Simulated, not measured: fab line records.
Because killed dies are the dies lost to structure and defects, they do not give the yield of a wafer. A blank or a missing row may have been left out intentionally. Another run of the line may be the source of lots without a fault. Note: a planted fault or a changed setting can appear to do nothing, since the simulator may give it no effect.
Split-lot experiment ; flow n5_finfet ; 7 lots, 39 wafers read, on a route of 1938 steps

== ABOUT THE SPLIT ==
At N5_HKMG_FIN_DESCUM_53 (chemistry O2, time 7.9 s), the setting time_s was moved away from the recipe's 7.9 s on 18 of the 39 wafers read, by -46.3% to +59.5%. For the rest of the wafers, this setting stayed at what the recipe calls for.

Split to reading: the file shows no intervening step.

== THE READING ==
CAR-ArF_of_HKMG_FIN_COAT_43.thk_nm (the simulator's own value, which no gauge read), in nm, at N5_HKMG_FIN_ETCH_54 (etches SiARC in CF4, target depth 45.5 nm, time 75.8 s). The file gives no usual value for it. The 21 wafers here that ran the recipe average 50.9 nm, standard deviation 0.28 nm.

wafer;tool, chamber at the split;time_s as run, s;against the recipe;CAR-ArF_of_HKMG_FIN_COAT_43.thk_nm, nm;against lot-mates on the recipe
L075.1;rie_diel-02, 2;7.9;recipe;50.6;-
L075.4;rie_diel-02, 1;7.9;recipe;50.6;-
L075.2;rie_diel-02, 0;5.994;-24.1%;51.6;+0.9
L075.3;rie_diel-02, 3,0;5.994;-24.1%;52;+1.3
L075.5;rie_diel-02, 3,0;5.994;-24.1%;51.8;+1.1
L075.6;rie_diel-02, 1;7.9;recipe;50.8;-
L080.1;rie_diel-06, 3;7.9;recipe;50.6;-
L080.2;rie_diel-06, 0;7.9;recipe;50.8;-
L080.3;rie_diel-06, 2;6.464;-18.2%;51.8;+1.0
L080.4;rie_diel-06, 1;6.464;-18.2%;52;+1.2
L080.5;rie_diel-06, 2;7.9;recipe;51;-
L080.6;rie_diel-06, 3;6.464;-18.2%;51.4;+0.6
L083.1;rie_diel-01, 1,0;7.9;recipe;51.2;-
L083.2;rie_diel-01, 2;7.9;recipe;51.2;-
L083.3;rie_diel-01, 1,0;7.9;recipe;51.4;-
L085.1;rie_diel-02, 3;5.27;-33.3%;52.8;+1.6
L085.2;rie_diel-02, 1,1,3;7.9;recipe;51.2;-
L085.5;rie_diel-02, 1,1,3;7.9;recipe;51.2;-
L085.6;rie_diel-02, 1,1,3;7.9;recipe;51.2;-
L085.3;rie_diel-02, 0;5.27;-33.3%;53;+1.8
L085.4;rie_diel-02, 0;5.27;-33.3%;52.4;+1.2
L087.1;rie_diel-01, 2,3;7.9;recipe;51.2;-
L087.5;rie_diel-01, 2,3;7.9;recipe;51.2;-
L087.2;rie_diel-01, 3;4.24;-46.3%;53.4;+2.3
L087.3;rie_diel-01, 0;4.24;-46.3%;53.2;+2.1
L087.4;rie_diel-01, 0;4.24;-46.3%;53.6;+2.5
L087.6;rie_diel-01, 2;7.9;recipe;51;-
L089.1;rie_diel-01, 1;7.9;recipe;51;-
L089.4;rie_diel-01, 1;7.9;recipe;51;-
L089.2;rie_diel-01, 3;11.77;+49.0%;48.4;-2.5
L089.3;rie_diel-01, 0;11.77;+49.0%;48.6;-2.3
L089.5;rie_diel-01, 0;11.77;+49.0%;48.6;-2.3
L089.6;rie_diel-01, 3;7.9;recipe;50.8;-
L096.1;rie_diel-02, 3;12.6;+59.5%;48;-2.5
L096.3;rie_diel-02, 2;12.6;+59.5%;48;-2.5
L096.2;rie_diel-02, 0;7.9;recipe;50.4;-
L096.4;rie_diel-02, 1;12.6;+59.5%;48.2;-2.3
L096.5;rie_diel-02, 3;7.9;recipe;50.6;-
L096.6;rie_diel-02, 2;7.9;recipe;50.6;-
When a row names more than one chamber, that row covers several wafers, and the file does not tell which wafer ran in which chamber.

FIT RESULTS
A straight line over all 39 wafers: CAR-ArF_of_HKMG_FIN_COAT_43.thk_nm changes by -0.0493 nm for each +1% of time_s; r = -0.98; the points scatter about the line by 0.27 nm.
The same after taking each lot's own level away (the mean of its wafers on the recipe; 39 wafers): -0.0459 nm for each +1%; r = -0.99; scatter 0.18 nm.
The reading moves by 2.7 nm for the largest change in time_s, on that fit.
The span of the lots' own levels, 50.53 to 51.27 nm, comes to 2.6 times the standard deviation stated above.
Hence the lot-to-lot level has little effect on the slope; both slopes agree.
Check: with one of the wafers moved furthest among these (+59.5%) left out of the fit, the line predicts -2.73 nm for it against its lot-mates. It came out at -2.53 nm against them.

== OTHER SPLITS ON THESE WAFERS ==
Before the reading, these wafers also passed through other splits. Each is held against what the fit with the lots' levels taken away leaves over:
other split on the same wafers;wafers away from the commonest value;r with CAR-ArF_of_HKMG_FIN_COAT_43.thk_nm (lot level and that fit taken away)
N5_FIN_SAQP_HM_DEP_72 target_thk_a;15;+0.05
N5_FIN_CUT_CUT_ETCH_15 time_s;18;+0.04

== THE WHOLE CHAIN: every reading that the file lists as answering this split, in the file's order ==
step;what it does;reading;change (the file's fit);r (the file's)
N5_HKMG_FIN_DESCUM_53;chemistry O2, time 7.9 s;CAR-ArF_of_HKMG_FIN_COAT_43.thk_nm (the simulator's own value, which no gauge read);-0.047 nm for each +1% of the setting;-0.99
N5_HKMG_FIN_ETCH_54;etches SiARC in CF4, target depth 45.5 nm, time 75.8 s;CAR-ArF_of_HKMG_FIN_COAT_43.thk_nm (the simulator's own value, which no gauge read);-0.046 nm for each +1% of the setting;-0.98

== THE FILE'S OWN FIT ==
CAR-ArF_of_HKMG_FIN_COAT_43.thk_nm changes by -0.046 nm for each +1% of time_s, r = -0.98.
